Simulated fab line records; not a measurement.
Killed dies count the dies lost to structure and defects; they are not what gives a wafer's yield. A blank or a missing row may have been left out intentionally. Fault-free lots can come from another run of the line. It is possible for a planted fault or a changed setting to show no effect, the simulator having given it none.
fab line records -- flow n5-finfet
[record] lots = 7, wafers = 39
route steps=1938 shown FIN_SAQP@138 DUMMY_GATE@248 SD_EPI_P@310 HKMG_FIN@456 GATE_CUT@469 MOL_CONTACT_COAG@535 BEOL_M4@1111
start-h: the number of hours between the record's first day and the start of the first shown wafer of the lot -- wait-h: hours elapsed since this lot's preceding step -- " identical to the entry in the row above -- L1.1+2: one row covering several wafers at once -- - no value, or no start given -- * or withheld: withheld -- < > ~ a bound
route shown NAME@n: a module of which the file shows steps, and the number in the route of the first -- usual: average and standard deviation across the fault-free wafers -- same: alike in all rows -- chamber/n: place in a boat -- sites: the reading at each site -- _std_site: standard deviation across them -- _edge_site: outer sites' mean less inner sites' -- radius-mm: how far each site lies from the wafer's centre -- mask NAME#n: copy n -- behind: the most recent tool/chamber to have shaped the wafer -- hold: cause of the lot's hold/its duration in hours/its outcome -- device: which transistor (n, p or np) failed to switch -- end of line: tests of these same wafers at the route's end -- a step without rows: its recipe alone -- killed: dies lost to structure and defects at the first sort, not the wafer's yield -- map: a wafer's dies, x killed, . not, _ none there
set.NAME: the run value of the setting; set.NAME@STEP: its run value at that earlier step -- model.NAME: the simulator's own value behind a step, which no gauge read
lots with deliberately changed settings; one table per step, one row per wafer
[[steps]]
[step N5_FIN_SAQP_SPACER2_ALD_28]
[recipe] material = SiO2, target-thk-a = 81, temp-c = 300, ald-precursor-family = BDEAS, ald-co-reactant = O2-plasma, pulse-time-s = 1, purge-time-s = 2, co-reactant-purge-time-s = 2, pressure-torr = 2
[step N5_DUMMY_GATE_ETCH_44]
[recipe] chemistry = HBr/O2, over-etch-frac = 0.7, target-depth-a = 1275, stop-on = SiO2, ion-energy-ev = 60, bias-w = 20, target = poly-Si, mask-material = SiO2, pressure-mtorr = 20, icp-w = 400, HBr_flow_sccm = 120, O2_flow_sccm = 10
[step N5_DUMMY_GATE_ETCH_42]
[recipe] chemistry = CHF3/O2, target = SiO2, target-depth-a = 35, time-s = 31, ion-energy-ev = 30, bias-w = 12, pressure-mtorr = 30, source-w = 600, Ar_flow_sccm = 200, CHF3_flow_sccm = 50, O2_flow_sccm = 5
[step N5_SD_EPI_P_ETCHBACK_46]
[recipe] chemistry = CH3F/O2, mode = anisotropic-etchback, target = SiNx, target-depth-a = 175, stop-on = SiO2, over-etch-frac = 0.3, ion-energy-ev = 120, pressure-mtorr = 30, source-w = 395, bias-w = 73, Ar_flow_sccm = 150, CH3F_flow_sccm = 30, O2_flow_sccm = 20
[step N5_HKMG_FIN_ALD_21]
[recipe] material = TiN, target-thk-a = 15, temp-c = 400, ald-precursor-family = TiCl4, ald-co-reactant = NH3, pulse-time-s = 1, purge-time-s = 3, co-reactant-purge-time-s = 2, co-reactant-pulse-time-s = 2, ald-cycles = 68, pressure-torr = 3
[step N5_GATE_CUT_ETCH_58]
[recipe] chemistry = CH3F/O2, target = SiNx, target-depth-a = 170, time-s = 128.6, ion-energy-ev = 50, pressure-mtorr = 30, source-w = 415, bias-w = 21, Ar_flow_sccm = 150, CH3F_flow_sccm = 30, O2_flow_sccm = 20
[step N5_MOL_CONTACT_COAG_CONTACT_ETCH_14]
[recipe] chemistry = C4F6/O2, target = SiO2, target-depth-a = 275, overetch-a = 85, mask-material = SOC, pressure-mtorr = 30, source-w = 370, bias-w = 185, Ar_flow_sccm = 300, C4F6_flow_sccm = 16, O2_flow_sccm = 10, time-s = 20, ion-energy-ev = 259.6
[step N5_MOL_CONTACT_COAG_SPUTTER_130]
[recipe] material = Co, target-thk-a = 475, temp-c = 25, chamber-pressure-pa = 0.5, power-w = 3000
[step N5_MOL_CONTACT_COAG_VIA_ETCH_46]
[recipe] chemistry = C4F6/O2, target-depth-a = 460, overetch-a = 92, mask-material = SOC, target = SiO2, bias-w = 455, pressure-mtorr = 10, time-s = 40, source-w = 325, Ar_flow_sccm = 300, C4F6_flow_sccm = 10, O2_flow_sccm = 10, ion-energy-ev = 575.3, ends = end-point
[step N5_MOL_CONTACT_COAG_CVD_140]
[recipe] material = W, target-thk-a = 665, mode = selective-fill, temp-c = 300, time-s = 215
[step N5_BEOL_M4_RC_MEAS_101]
[usual] DIBL_P = 36.1/2.4, ION_N = 675/14, VT_N = 250/3.9, VT_N_LVT = 100/3.9
lot.wafer,tool,chamber,start-h,wait-h,set.target-thk-a@FIN_SAQP_SPACER2_ALD_28,set.target-depth-a@DUMMY_GATE_ETCH_44,set.bias-w@DUMMY_GATE_ETCH_42,set.over-etch-frac@SD_EPI_P_ETCHBACK_46,set.temp-c@HKMG_FIN_ALD_21,set.target-depth-a@GATE_CUT_ETCH_58,set.source-w@MOL_CONTACT_COAG_CONTACT_ETCH_14,set.power-w@MOL_CONTACT_COAG_SPUTTER_130,set.bias-w@MOL_CONTACT_COAG_VIA_ETCH_46,set.target-thk-a@MOL_CONTACT_COAG_CVD_140,DIBL_P[mV/V],ION_N[uA/um],VT_N[mV],VT_N_LVT[mV]
L074.1,prober-02,0,174.89,0.0,81,1404,12,0.2923,400,170,326.2,3000,379.3,634.7,35.9,681,248,97
L074.2,prober-02,0,174.89,0.0,81,1404,9.887,0.2923,400,170,370,2554,455,665,37.2,692,247,95
L074.3,prober-02,0,174.89,0.0,81,1275,12,0.3,391.6,170,370,2554,379.3,634.7,37.9,699,246,93
L074.4,prober-02,0,174.89,0.0,81,1275,12,0.3,400,183.5,370,3000,379.3,665,33.2,670,250,100
L074.5,prober-02,0,174.89,0.0,81,1275,9.887,0.2923,391.6,183.5,326.2,3000,455,634.7,37.0,686,249,96
L074.6,prober-02,0,174.89,0.0,81,1404,9.887,0.3,391.6,183.5,326.2,2554,455,665,34.1,678,252,99
L075.1,prober-01,0,191.61,0.0,81,1275,12,0.3,400,155,370,3000,455,665,38.6,668,250,99
L075.2,prober-01,0,191.61,0.0,81,1275,12,0.3,395.2,170,347.6,3238,455,665,37.9,670,253,100
L075.3,prober-01,0,191.61,0.0,81,1275,11.15,0.3,395.2,155,347.6,3000,417.8,665,37.8,668,252,98
L075.4,prober-01,0,191.61,0.0,81,1275,11.15,0.3,395.2,170,370,3238,417.8,665,33.9,642,258,107
L075.5,prober-01,0,191.61,0.0,81,1275,11.15,0.3,400,170,347.6,3000,417.8,665,37.3,667,252,99
L075.6,prober-01,0,191.61,0.0,81,1275,12,0.3,400,155,370,3238,455,665,38.7,663,251,100
L078.1,prober-02,0,199.14,0.0,81,1167,10.36,0.2885,392.1,170,420.1,2539,455,665,33.0,650,256,107
L078.2,prober-02,0,199.14,0.0,81,1167,10.36,0.3,392.1,148.9,370,2539,455,609,35.0,658,254,102
L078.3,prober-02,0,199.14,0.0,87.7,1275,10.36,0.2885,400,148.9,420.1,3000,455,609,40.7,674,247,97
L078.4,prober-02,0,199.14,0.0,87.7,1275,12,0.2885,392.1,148.9,370,3000,455,665,39.2,687,246,95
L078.5,prober-02,0,199.14,0.0,81,1275,12,0.3,400,170,420.1,3000,455,665,32.2,638,260,110
L078.6,prober-02,0,199.14,0.0,87.7,1167,12,0.3,400,170,370,2539,455,609,40.8,688,243,95
L081.1,prober-01,0,225.70,0.0,88.96,1275,12,0.3,400,170,416.1,3000,385.6,612.9,44.9,722,234,86
L081.2,prober-01,0,225.70,0.0,81,1275,12,0.3,400,170,416.1,2763,455,665,36.7,674,246,98
L081.3,prober-01,0,225.70,0.0,81,1275,12,0.293,400,170,370,2763,385.6,665,36.4,670,249,99
L081.4,prober-01,0,225.70,0.0,81,1275,12,0.293,400,170,370,3000,455,612.9,34.8,669,253,102
L081.5,prober-01,0,225.70,0.0,88.96,1275,12,0.293,400,170,416.1,2763,455,612.9,46.1,733,234,83
L081.6,prober-01,0,225.70,0.0,88.96,1275,12,0.3,400,170,370,3000,385.6,665,44.2,714,237,86
L086.1,prober-02,0,256.48,0.0,69.5,1417,11.12,0.3,394.5,170,370,3516,455,665,27.5,624,269,117
L086.2,prober-02,0,256.48,0.0,69.5,1417,12,0.3,400,157.9,370,3000,455,665,28.7,642,264,115
L086.3,prober-02,0,256.48,0.0,69.5,1275,12,0.2802,394.5,157.9,370,3000,455,665,27.2,643,262,114
L086.4,prober-02,0,256.48,0.0,81,1417,11.12,0.2802,394.5,157.9,370,3516,455,665,40.3,693,248,97
L086.5,prober-02,0,256.48,0.0,81,1275,11.12,0.3,400,170,370,3000,455,665,35.8,685,251,101
L086.6,prober-02,0,256.48,0.0,81,1275,12,0.2802,400,170,370,3516,455,665,39.5,701,248,98
L095.2,prober-02,0,296.09,0.2,81,1275,12,0.3,400,170,370,3000,455,665,36.9,662,255,102
L095.3,prober-02,0,296.09,0.2,81,1275,12,0.3,400,170,370,3000,455,665,38.9,664,254,102
L095.6,prober-02,0,296.09,0.2,81,1275,12,0.3,400,170,370,3000,455,665,40.1,679,256,103
L096.1,prober-01,0,298.57,0.0,81,1275,13.95,0.3,385.8,181.5,370,3000,380.7,665,34.5,660,251,103
L096.2,prober-01,0,298.57,0.0,81,1275,12,0.3,400,170,321.6,3000,380.7,665,34.9,669,253,102
L096.3,prober-01,0,298.57,0.0,81,1275,13.95,0.291,400,181.5,370,3000,455,665,37.5,682,247,98
L096.4,prober-01,0,298.57,0.0,89.62,1275,13.95,0.291,385.8,170,321.6,2725,455,665,42.8,713,236,87
L096.5,prober-01,0,298.57,0.0,89.62,1275,12,0.291,385.8,181.5,321.6,2725,380.7,665,44.8,720,237,86
L096.6,prober-01,0,298.57,0.0,89.62,1275,12,0.3,400,170,370,2725,455,665,42.1,713,240,90
[[key]]
[split] step = N5_FIN_SAQP_SPACER2_ALD_28, setting = target-thk-a, stated-as = 81
[response] step = N5_BEOL_M4_RC_MEAS_101, reading = VT_N, slope = -1.23, per = 1%, together-with = all, explained = 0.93
[response] step = N5_BEOL_M4_RC_MEAS_101, reading = VT_N_LVT, slope = -1.24, per = 1%, together-with = all, explained = 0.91
[response] step = N5_BEOL_M4_RC_MEAS_101, reading = ION_N, slope = +4.18, per = 1%, together-with = all, explained = 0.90
[response] step = N5_BEOL_M4_RC_MEAS_101, reading = DIBL_P, slope = +0.758, per = 1%, together-with = all, explained = 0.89
[split] step = N5_DUMMY_GATE_ETCH_44, setting = target-depth-a, stated-as = 1275
response none clear
[split] step = N5_DUMMY_GATE_ETCH_42, setting = bias-w, stated-as = 12
response none clear
[split] step = N5_SD_EPI_P_ETCHBACK_46, setting = over-etch-frac, stated-as = 0.3
response none clear
[split] step = N5_HKMG_FIN_ALD_21, setting = temp-c, stated-as = 400
response none clear
[split] step = N5_GATE_CUT_ETCH_58, setting = target-depth-a, stated-as = 170
response none clear
[split] step = N5_MOL_CONTACT_COAG_CONTACT_ETCH_14, setting = source-w, stated-as = 370
response none clear
[split] step = N5_MOL_CONTACT_COAG_SPUTTER_130, setting = power-w, stated-as = 3000
response none clear
[split] step = N5_MOL_CONTACT_COAG_VIA_ETCH_46, setting = bias-w, stated-as = 455
response none clear
[split] step = N5_MOL_CONTACT_COAG_CVD_140, setting = target-thk-a, stated-as = 665
response none clear
